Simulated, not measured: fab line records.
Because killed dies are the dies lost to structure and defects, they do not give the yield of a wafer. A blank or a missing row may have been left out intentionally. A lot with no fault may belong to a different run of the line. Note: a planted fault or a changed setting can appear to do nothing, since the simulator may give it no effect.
fab line records	flow n5Finfet
record lots=15	wafers=44	lastDay=17
route steps=1938 shown BEOL_M1@832 BEOL_M2@842 BEOL_M4@1111
lots with no fault: from the same line, run without faults
startH: start of the lot's first displayed wafer, in hours after the record's first day	waitH: hours elapsed since this lot's preceding step	" same as the row above	L1.1+2: a single row standing in for several wafers	- no value present, or no start provided	* or withheld: withheld	< > ~ a bound
route shown NAME@n: NAME is a module with steps in the file, n the number in the route of the first one	usual: mean and standard deviation over wafers with no fault	same: alike in all rows	chamber/n: place in a boat	sites: the reading at each site	_std_site: the standard deviation of these	_edge_site: the outer-site mean with the inner-site mean subtracted	radiusMm: for every site, how far away it sits from the centre of the wafer	mask NAME#n: copy n	behind: the last tool/chamber to shape the wafer	hold: what put the lot on hold/how long, in hours/how the hold closed	device: which transistor (n, p or np) failed to switch	end of line: tests of these same wafers at the route's end	for a step that has no rows: nothing shown but its recipe	killed: dies that structure and defects cost at the first sort, which is not the same as the wafer's yield	map: a wafer's dies, x killed, . not, _ none there
set.NAME: setting as actually run; set.NAME@STEP: the setting as run at that earlier step	model.NAME: the simulator's own value behind a step, which no gauge read
route steps across a sampled set of lots; one table per step, one row per wafer
services: a tool's chamber out of use, with start hour (startH, from the record's first day; less than 0 if before it), hours out, and reason
## steps
# step N5_BEOL_M1_ANNEAL_51
# recipe tempC=225	timeS=90	ambient=N2
# usual wafer_temp_C_max=225.76/0.27
lot.wafer	tool	chamber	startH	waitH	wafer_temp_C_max
L791.2	rtpAnneal-01	0	129.46	0.1	225.25
L791.4	"	0	"	"	225.48
L791.5	"	0	"	"	225.62
L794.2	rtpAnneal-01	0	146.67	0.1	225.42
L794.3	"	0	"	"	225.47
L794.6	"	0	"	"	225.42
L793.1	rtpAnneal-02	0	146.78	0.1	226.06
L793.2	"	0	"	"	226.26
L793.3	"	0	"	"	225.98
L796.1	rtpAnneal-02	0	158.19	0.1	226.03
L796.4	"	0	"	"	225.81
L796.6	"	0	"	"	225.93
L798.2	rtpAnneal-02	0	170.87	0.1	225.56
L798.3	"	0	"	"	225.96
L798.4	"	0	"	"	226.15
L797.2	rtpAnneal-02	0	171.14	0.1	225.86
L797.3	"	0	"	"	225.60
L797.6	"	0	"	"	225.81
L799.1	rtpAnneal-01	0	174.91	0.1	225.41
L799.2	"	0	"	"	225.70
L800.1	rtpAnneal-02	0	183.36	0.1	225.77
L800.3	"	0	"	"	225.84
L800.6	"	0	"	"	225.67
L804.2	rtpAnneal-01	0	214.96	0.1	225.46
L804.5	"	0	"	"	225.46
L804.6	"	0	"	"	225.74
L807.3	rtpAnneal-02	0	223.42	0.1	226.14
L807.4	"	0	"	"	225.37
L807.6	"	0	"	"	225.89
L808.1	rtpAnneal-02	0	231.82	0.1	226.03
L808.3	"	0	"	"	226.10
L808.5	"	0	"	"	225.85
L810.1	rtpAnneal-01	0	241.50	0.1	225.72
L810.3	"	0	"	"	225.30
L810.4	"	0	"	"	225.79
L811.1	rtpAnneal-01	0	252.98	0.1	225.62
L811.5	"	0	"	"	225.38
L811.6	"	0	"	"	225.49
L813.1	rtpAnneal-02	0	261.44	0.4	225.78
L813.2	"	0	"	"	226.08
L813.5	"	0	"	"	226.44
L814.2	rtpAnneal-02	0	266.91	0.3	225.66
L814.3	"	0	"	"	226.13
L814.6	"	0	"	"	225.72
# step N5_BEOL_M1_CO_CAP_55
# recipe material=Co	targetThkA=20	tempC=200	precursor=CCTBA/H2	pressureTorr=30	timeS=102.1
# usual heaterPowerW=228/23
lot.wafer	tool	chamber	startH	waitH	heaterPowerW
L791.2	cvdCo-01	2	130.15	0.0	191
L791.4	"	1	"	"	229
L791.5	"	2	"	"	192
L794.2	cvdCo-01	1	147.47	0.0	232
L794.3	"	0	"	"	231
L794.6	"	2	"	"	191
L793.1	cvdCo-02	2	147.59	0.0	263
L793.2	"	1	"	"	238
L793.3	"	0	"	"	226
L796.1	cvdCo-01	2	158.86	0.0	185
L796.4	"	1	"	"	231
L796.6	"	2	"	"	187
L798.2	cvdCo-01	2	171.63	0.0	189
L798.3	"	0	"	"	232
L798.4	"	2	"	"	190
L797.2	cvdCo-01	2	171.76	0.0	189
L797.3	"	0	"	"	231
L797.6	"	0	"	"	229
L799.1	cvdCo-02	2	175.59	0.0	264
L799.2	"	1	"	"	233
L800.1	cvdCo-02	2	184.03	0.0	259
L800.3	"	1	"	"	235
L800.6	"	2	"	"	266
L804.2	cvdCo-02	0	215.59	0.0	229
L804.5	"	1	"	"	238
L804.6	"	2	"	"	275
L807.3	cvdCo-01	1	224.00	0.0	228
L807.4	"	1	"	"	225
L807.6	"	2	"	"	188
L808.1	cvdCo-02	2	232.49	0.0	256
L808.3	"	0	"	"	221
L808.5	"	2	"	"	269
L810.1	cvdCo-02	1	242.18	0.0	233
L810.3	"	0	"	"	219
L810.4	"	0	"	"	226
L811.1	cvdCo-02	0	253.65	0.0	218
L811.5	"	1	"	"	245
L811.6	"	0	"	"	222
L813.1	cvdCo-01	2	262.11	0.0	189
L813.2	"	1	"	"	228
L813.5	"	2	"	"	188
L814.2	cvdCo-02	1	267.53	0.0	239
L814.3	"	0	"	"	225
L814.6	"	0	"	"	229
# step N5_BEOL_M2_THK_MEAS_01
# recipe reads=SiOC_of_BEOL_M2_ILD_DEP_00
# usual M2_ILD_THK=78.7/1.2
lot.wafer	tool	chamber	startH	waitH	M2_ILD_THK[nm]
L791.2	filmMetro-01	-	130.50	0.1	77.7
L791.4	"	-	"	"	80.1
L791.5	"	-	"	"	79.6
L794.2	filmMetro-02	-	147.78	0.1	78.7
L794.3	"	-	"	"	77.9
L794.6	"	-	"	"	78.8
L793.1	filmMetro-02	-	147.91	0.0	77.8
L793.2	"	-	"	"	77.6
L793.3	"	-	"	"	77.7
L796.1	filmMetro-02	-	159.19	0.1	77.0
L796.4	"	-	"	"	77.1
L796.6	"	-	"	"	77.2
L798.2	filmMetro-01	-	171.94	0.1	77.7
L798.3	"	-	"	"	77.3
L798.4	"	-	"	"	79.3
L797.2	filmMetro-01	-	172.08	0.1	77.4
L797.3	"	-	"	"	77.3
L797.6	"	-	"	"	79.0
L799.1	filmMetro-01	-	175.92	0.0	78.2
L799.2	"	-	"	"	79.8
L800.1	filmMetro-01	-	184.34	0.0	78.0
L800.3	"	-	"	"	77.4
L800.6	"	-	"	"	77.9
L804.2	filmMetro-01	-	215.95	0.1	76.8
L804.5	"	-	"	"	78.6
L804.6	"	-	"	"	78.2
L807.3	filmMetro-01	-	224.31	0.1	78.1
L807.4	"	-	"	"	78.2
L807.6	"	-	"	"	77.7
L808.1	filmMetro-02	-	232.80	0.0	77.9
L808.3	"	-	"	"	77.5
L808.5	"	-	"	"	78.8
L810.1	filmMetro-02	-	242.50	0.0	78.2
L810.3	"	-	"	"	78.6
L810.4	"	-	"	"	79.7
L811.1	filmMetro-01	-	253.96	0.0	78.1
L811.5	"	-	"	"	79.7
L811.6	"	-	"	"	79.3
L813.1	filmMetro-02	-	262.43	0.0	79.2
L813.2	"	-	"	"	79.7
L813.5	"	-	"	"	79.9
L814.2	filmMetro-01	-	267.84	0.1	79.1
L814.3	"	-	"	"	79.0
L814.6	"	-	"	"	80.7
# step N5_BEOL_M2_HM_DEP_02
# recipe material=TiN	targetThkA=200	tempC=25	chamberPressurePa=0.49996
# usual chamberPressurePa=0.5000/0.0011	substrateTempC=25.00/0.1	throttleValvePct=30.1/1.5
lot.wafer	tool	chamber	startH	waitH	chamberPressurePa	substrateTempC	throttleValvePct
L791.2	pvdSputter-03	-	130.81	0.3	0.4997	24.99	29.3
L791.4	"	-	"	"	0.5007	24.98	31.9
L791.5	"	-	"	"	0.5014	25.04	31.4
L794.2	pvdSputter-02	-	149.58	1.7	0.4996	25.10	32.1
L794.3	"	-	"	"	0.4998	25.00	30.3
L794.6	"	-	"	"	0.5007	25.03	30.0
L793.1	pvdSputter-02	-	149.68	1.7	0.5006	25.06	30.3
L793.2	"	-	"	"	0.5013	25.10	31.6
L793.3	"	-	"	"	0.5014	24.90	27.5
L796.1	pvdSputter-02	-	161.67	2.4	0.4987	24.94	31.9
L796.4	"	-	"	"	0.4984	24.85	31.5
L796.6	"	-	"	"	0.4998	25.00	30.3
L798.2	pvdSputter-03	-	173.87	1.9	0.4972	24.99	28.9
L798.3	"	-	"	"	0.5015	25.17	32.0
L798.4	"	-	"	"	0.5002	24.90	29.8
L797.2	pvdSputter-01	-	173.98	1.8	0.4988	24.97	28.4
L797.3	"	-	"	"	0.5008	25.03	29.8
L797.6	"	-	"	"	0.4997	25.00	28.4
L799.1	pvdSputter-02	-	176.11	0.1	0.5009	25.13	30.0
L799.2	"	-	"	"	0.4999	25.12	32.1
L800.1	pvdSputter-02	-	184.64	0.3	0.4998	24.90	30.4
L800.3	"	-	"	"	0.5001	24.80	31.5
L800.6	"	-	"	"	0.4979	24.92	32.2
L804.2	pvdSputter-02	-	217.76	1.8	0.5008	25.06	32.0
L804.5	"	-	"	"	0.5003	25.00	30.2
L804.6	"	-	"	"	0.4988	25.20	32.1
L807.3	pvdSputter-02	-	224.95	0.6	0.4992	24.98	32.1
L807.4	"	-	"	"	0.5013	24.92	30.4
L807.6	"	-	"	"	0.5008	25.10	27.6
L808.1	pvdSputter-01	-	234.10	1.2	0.4995	24.96	28.3
L808.3	"	-	"	"	0.5025	24.96	30.7
L808.5	"	-	"	"	0.5010	25.03	30.8
L810.1	pvdSputter-02	-	245.10	2.5	-	-	-
L810.3	"	-	"	"	-	-	-
L810.4	"	-	"	"	-	-	-
L811.1	pvdSputter-01	-	254.98	1.0	-	-	-
L811.5	"	-	"	"	-	-	-
L811.6	"	-	"	"	-	-	-
L813.1	pvdSputter-02	-	262.60	0.1	-	-	-
L813.2	"	-	"	"	-	-	-
L813.5	"	-	"	"	-	-	-
L814.2	pvdSputter-02	-	269.32	1.4	0.4997	24.94	32.3
L814.3	"	-	"	"	0.5001	25.00	30.3
L814.6	"	-	"	"	0.4991	25.04	28.0
# step N5_BEOL_M2_HM_OPEN_17
# recipe chemistry=Cl2/BCl3	targetDepthA=200	overetchA=60	target=TiN	maskMaterial=SOC	ionEnergyEv=150	pressureMtorr=10	icpW=1000	biasW=126	Cl2_flow_sccm=53.25	bcl3FlowSccm=21.75	Ar_flow_sccm=25
# usual bcl3FlowSccm=21.76/0.069	drypumpMotorCurrentA=6.0/0.47	oesProductAu=0.63/0.098	throttleValvePct=22.24/0.29
lot.wafer	tool	chamber	startH	waitH	bcl3FlowSccm	drypumpMotorCurrentA	oesProductAu	rfHoursCounterH	throttleValvePct
L791.2	rieMetal-02	0	131.70	0.1	21.73	6.0	0.67	36	22.12
L791.4	"	0	"	"	21.77	6.0	0.68	-	22.10
L791.5	"	1	"	"	21.69	5.1	0.51	-	22.39
L794.2	rieMetal-03	0	150.47	0.0	21.87	5.6	0.59	80	22.38
L794.3	"	0	"	"	21.83	5.5	0.60	-	22.39
L794.6	"	0	"	"	21.75	5.6	0.59	-	22.41
L793.1	rieMetal-02	0	150.64	0.0	21.71	6.0	0.67	38	22.13
L793.2	"	1	"	"	21.76	5.2	0.51	127	22.39
L793.3	"	0	"	"	21.75	6.1	0.67	-	22.12
L796.1	rieMetal-01	0	162.44	0.0	21.78	6.4	0.65	46	22.07
L796.4	"	1	"	"	21.76	6.5	0.52	-	22.63
L796.6	"	0	"	"	21.83	6.4	0.65	-	22.08
L798.2	rieMetal-03	0	174.64	0.0	21.65	5.5	0.59	82	22.40
L798.3	"	1	"	"	21.69	5.9	0.76	-	21.69
L798.4	"	0	"	"	21.73	5.6	0.60	-	22.38
L797.2	rieMetal-02	0	174.75	0.0	21.80	6.0	0.67	40	22.13
L797.3	"	1	"	"	21.78	5.1	0.51	-	22.39
L797.6	"	1	"	"	21.66	5.1	0.51	-	22.41
L799.1	rieMetal-01	0	177.09	0.0	21.73	6.3	0.66	47	22.06
L799.2	"	1	"	"	21.70	6.5	0.53	124	22.61
L800.1	rieMetal-03	1	185.41	0.0	21.68	5.9	0.76	10	21.68
L800.3	"	0	"	"	21.79	5.6	0.60	-	22.37
L800.6	"	1	"	"	21.71	5.8	0.76	-	21.69
L804.2	rieMetal-01	1	218.68	0.1	21.69	6.5	0.51	-	22.67
L804.5	"	1	"	"	21.77	6.5	0.51	-	22.67
L804.6	"	1	"	"	21.64	6.5	0.51	-	22.67
L807.3	rieMetal-01	0	225.90	0.1	21.84	6.4	0.64	-	22.09
L807.4	"	1	"	"	21.73	6.5	0.51	-	22.65
L807.6	"	1	"	"	21.78	6.5	0.51	-	22.65
L808.1	rieMetal-03	0	235.14	0.0	21.73	5.5	0.59	87	22.39
L808.3	"	0	"	"	21.83	5.6	0.60	-	22.39
L808.5	"	0	"	"	21.91	5.6	0.60	-	22.38
L810.1	rieMetal-03	0	246.27	0.0	21.75	5.5	0.26	88	23.06
L810.3	"	0	"	"	21.80	5.5	0.26	-	23.06
L810.4	"	0	"	"	21.74	5.5	0.26	-	23.05
L811.1	rieMetal-01	1	255.75	0.0	21.71	6.5	0.36	1	22.88
L811.5	"	0	"	"	21.61	6.5	0.28	-	22.74
L811.6	"	1	"	"	21.73	6.5	0.35	-	22.90
L813.1	rieMetal-01	1	263.49	0.0	21.73	6.5	0.34	2	22.90
L813.2	"	0	"	"	21.70	6.4	0.28	57	22.75
L813.5	"	1	"	"	21.74	6.5	0.35	-	22.90
L814.2	rieMetal-01	0	270.21	0.0	21.82	6.4	0.63	57	22.09
L814.3	"	1	"	"	21.76	6.5	0.79	-	22.26
L814.6	"	1	"	"	21.74	6.5	0.79	-	22.25
# step N5_BEOL_M2_CD_MEAS_18
# recipe pitchNm=36	targetCdNm=18
# usual cdNm=18.0/0.32
lot.wafer	tool	chamber	startH	waitH	cdNm
L791.2	cdSem-01	-	131.88	0.1	18.1
L791.4	"	-	"	"	17.6
L791.5	"	-	"	"	17.9
L794.2	cdSem-03	-	150.66	0.1	18.5
L794.3	"	-	"	"	18.8
L794.6	"	-	"	"	18.5
L793.1	cdSem-02	-	150.82	0.0	16.7
L793.2	"	-	"	"	17.8
L793.3	"	-	"	"	17.5
L796.1	cdSem-02	-	162.71	0.0	17.8
L796.4	"	-	"	"	18.0
L796.6	"	-	"	"	18.3
L798.2	cdSem-02	-	174.82	0.1	18.2
L798.3	"	-	"	"	18.0
L798.4	"	-	"	"	18.4
L797.2	cdSem-03	-	174.93	0.1	18.5
L797.3	"	-	"	"	17.8
L797.6	"	-	"	"	18.1
L799.1	cdSem-01	-	177.31	0.0	18.3
L799.2	"	-	"	"	18.2
L800.1	cdSem-02	-	185.59	0.0	17.9
L800.3	"	-	"	"	18.0
L800.6	"	-	"	"	17.8
L804.2	cdSem-01	-	218.93	0.1	18.0
L804.5	"	-	"	"	17.9
L804.6	"	-	"	"	18.3
L807.3	cdSem-02	-	226.12	0.1	18.2
L807.4	"	-	"	"	18.0
L807.6	"	-	"	"	18.4
L808.1	cdSem-03	-	235.32	0.0	18.3
L808.3	"	-	"	"	18.0
L808.5	"	-	"	"	17.7
L810.1	cdSem-01	-	246.72	0.0	-
L810.3	"	-	"	"	-
L810.4	"	-	"	"	-
L811.1	cdSem-03	-	255.93	0.0	-
L811.5	"	-	"	"	-
L811.6	"	-	"	"	-
L813.1	cdSem-02	-	263.68	0.0	-
L813.2	"	-	"	"	-
L813.5	"	-	"	"	-
L814.2	cdSem-01	-	270.52	0.1	17.4
L814.3	"	-	"	"	18.0
L814.6	"	-	"	"	17.7
# step N5_BEOL_M4_RC_MEAS_101
# usual DIBL_N=37.1/1.9	DIBL_P=37.2/2.3	IOFF_N=0.18/0.04	IOFF_P=0.23/0.044	ION_N=682/11	ION_P=468/8.6	SS_N=71.9/0.68	SS_P=73.5/0.74	VT_N=248/3.4	VT_P=-248/3.4
lot.wafer	tool	chamber	startH	waitH	DIBL_N[mV/V]	DIBL_P[mV/V]	IOFF_N[nA/um]	IOFF_P[nA/um]	ION_N[uA/um]	ION_P[uA/um]	SS_N[mV/dec]	SS_P[mV/dec]	VT_N[mV]	VT_P[mV]
L791.2	prober-01	0	170.05	0.2	38.1	37.9	0.19	0.25	676	471	71.6	73.4	248	-247
L791.4	"	0	"	"	35.5	34.4	0.13	0.20	668	460	71.4	72.3	254	-250
L791.5	"	0	"	"	38.4	37.7	0.19	0.25	679	465	72.1	73.3	250	-248
L794.2	prober-02	0	187.97	0.2	38.1	37.6	0.21	0.31	687	479	72.3	74.1	246	-240
L794.3	"	0	"	"	35.6	34.7	0.15	0.24	673	473	71.4	73.8	248	-245
L794.6	"	0	"	"	35.8	34.2	0.16	0.24	680	473	70.9	73.1	247	-246
L793.1	prober-02	0	191.06	0.2	33.6	34.6	0.13	0.19	662	461	71.1	73.4	254	-249
L793.2	"	0	"	"	35.1	36.4	0.16	0.22	683	468	71.5	74.3	251	-245
L793.3	"	0	"	"	34.7	36.5	0.15	0.22	676	475	71.6	73.2	252	-249
L796.1	prober-01	0	192.99	0.0	40.9	38.9	0.24	0.29	696	474	72.2	73.9	242	-246
L796.4	"	0	"	"	38.7	35.7	0.19	0.22	677	460	71.5	72.8	246	-248
L796.6	"	0	"	"	39.4	37.6	0.19	0.25	678	463	71.9	73.9	248	-248
L798.2	prober-02	0	198.42	0.2	32.9	33.4	0.11	0.16	660	455	70.7	72.0	254	-254
L798.3	"	0	"	"	35.6	35.8	0.16	0.19	679	461	71.8	72.5	248	-252
L798.4	"	0	"	"	34.9	34.8	0.15	0.17	670	460	72.0	72.5	249	-254
L797.2	prober-01	0	200.67	0.2	33.4	32.2	0.12	0.17	669	460	71.7	71.5	251	-250
L797.3	"	0	"	"	37.4	36.3	0.18	0.22	675	459	71.8	72.9	251	-248
L797.6	"	0	"	"	34.6	34.1	0.14	0.19	674	462	71.1	72.6	252	-249
L799.1	prober-01	0	212.68	0.0	35.0	34.4	0.14	0.19	672	466	71.7	72.6	250	-251
L799.2	"	0	"	"	37.0	37.8	0.20	0.26	694	481	71.6	73.7	244	-244
L800.1	prober-02	0	216.78	0.0	35.6	34.3	0.13	0.16	683	460	71.8	72.7	252	-254
L800.3	"	0	"	"	36.6	35.9	0.17	0.19	696	481	71.9	72.9	249	-253
L800.6	"	0	"	"	37.1	36.2	0.17	0.20	693	474	71.8	73.7	248	-252
L804.2	prober-01	0	242.67	0.2	36.4	36.6	0.16	0.24	687	478	71.4	72.7	245	-246
L804.5	"	0	"	"	37.9	37.9	0.20	0.28	696	480	71.8	73.4	245	-246
L804.6	"	0	"	"	37.2	36.3	0.18	0.24	676	460	71.7	73.3	248	-246
L807.3	prober-01	0	261.19	0.3	40.2	42.0	0.26	0.30	697	471	73.5	74.6	244	-245
L807.4	"	0	"	"	37.6	39.5	0.20	0.26	687	465	72.0	74.1	246	-248
L807.6	"	0	"	"	39.0	39.6	0.22	0.25	681	455	72.6	74.0	246	-247
L808.1	prober-02	0	265.64	0.0	38.1	37.8	0.16	0.21	685	469	71.9	73.6	250	-252
L808.3	"	0	"	"	37.3	37.4	0.18	0.22	687	471	72.5	73.9	247	-251
L808.5	"	0	"	"	37.4	37.3	0.16	0.21	676	470	72.7	72.8	251	-251
L814.2	prober-02	0	297.97	0.2	36.4	36.7	0.17	0.21	672	459	71.2	73.0	248	-252
L814.3	"	0	"	"	36.8	36.7	0.17	0.22	671	454	72.2	73.5	248	-250
L814.6	"	0	"	"	37.0	37.2	0.18	0.23	675	460	71.9	73.8	247	-250
## services
tool	chamber	startH	hours	kind
cvdCo-02	1	114.67	-	clean
cvdCo-02	1	114.67	22.0	scheduledDown
cvdCo-02	1	114.67	22.0	ventCycle
cvdCo-01	-	123.87	5.0	repair
cvdCo-02	-	128.90	6.0	pm
pvdSputter-03	-	139.16	3.7	repair
rieMetal-02	1	208.28	-	clean
rieMetal-02	1	208.28	27.7	scheduledDown
rieMetal-02	1	208.28	27.7	ventCycle
rieMetal-01	0	214.85	8.2	repair
rieMetal-02	-	220.54	1.9	repair
rieMetal-01	1	226.50	-	clean
rieMetal-01	1	226.50	17.4	scheduledDown
rieMetal-01	1	226.50	17.4	ventCycle
rieMetal-03	1	241.17	12.5	repair
rieMetal-02	0	259.68	4.2	repair
cvdCo-01	-	267.98	6.0	pm
## key
firstSign step=N5_BEOL_M2_HM_DEP_02	reading=toolRecord	direction=missing
effect step=N5_BEOL_M2_HM_OPEN_17	reading=oesProductAu	direction=down	sigmas=3.4	usual=0.63	struck=0.31
effect step=N5_BEOL_M2_CD_MEAS_18	reading=cdNm	direction=missing
metAt N5_BEOL_M2_HM_DEP_02
struckLots L810,L811,L813
laterRowsLeftOut L810.1,L810.3,L810.4,L811.1,L811.5,L811.6,L813.1,L813.2,L813.5
sortLeftOut L810.1,L810.3,L810.4,L811.1,L811.5,L811.6,L813.1,L813.2,L813.5
notActingAt N5_BEOL_M1_ANNEAL_51,N5_BEOL_M1_CO_CAP_55,N5_BEOL_M2_THK_MEAS_01
onsetBetween 234.10 245.10
fault kind=skippedStepWhole	tool=pvdSputter-01,pvdSputter-02	chamber=-	onsetH=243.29	steps=N5_BEOL_M2_HM_DEP_02	scope=struckLotsOnly
# sortLeftOut: the simulated sort isn't trusted on such a fault, so these wafers' sort isn't shown, and their yield isn't known
# laterRowsLeftOut: the simulator's readings of these wafers behind a module that went badly wrong aren't trusted and aren't shown, but for the sort
